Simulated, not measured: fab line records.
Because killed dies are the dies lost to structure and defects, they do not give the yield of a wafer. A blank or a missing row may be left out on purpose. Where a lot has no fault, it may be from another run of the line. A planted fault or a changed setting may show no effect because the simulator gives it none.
Chamber matching -- flow nandHarc -- NHARC_A_CONTACT_ETCH_98 on rieDiel-08 has 4 sister chambers
The step etches the open film in C4F6/O2, target depth 20 nm, time 10 s. 4 wafers are shown with their chamber, then 8 later ones without.

== WAFERS WITH THEIR CHAMBER ==
wafer,chamber,rfVppV (V)
L539.6,1,545.2
L540.3,0,547.4
L540.6,3,543.6
L541.1,2,547.0

== WAFERS WHOSE CHAMBER IS MISSING ==
wafer,rfVppV (V)
L541.3,547.2
L541.6,544.1
L543.2,541.9
L543.4,545.5
L543.5,545.0
L544.3,544.3
L544.5,544.9
L544.6,543.8

== WHICH CHAMBER EACH WENT THROUGH ==
wafer,from the rows above,in truth
L541.3,can't be placed: 0 or 2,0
L541.6,can't be placed: 3 or 1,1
L543.2,3,3
L543.4,can't be placed: 1 or 2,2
L543.5,can't be placed: 1 or 3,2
L544.3,can't be placed: 3 or 1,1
L544.5,can't be placed: 1 or 3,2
L544.6,can't be placed: 3 or 1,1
1 of 8 placed correctly. These rows do not allow placing 7 (true chamber among the candidates in 5). Number placed wrongly: 0.
How it was worked out, from the rows above alone: a wafer's distance from a chamber is the root of the sum, over the readings, of the square of ((its reading less the chamber's mean) divided by the reading's scatter). The wafer belongs to the nearest chamber; if the next one is less than 2 further off, it can't be placed. The mean given for a chamber averages the wafers shown for that chamber. The scatter: with one shown wafer a chamber, the root of the mean of the squares of how far each hidden wafer lies from its nearest shown one.
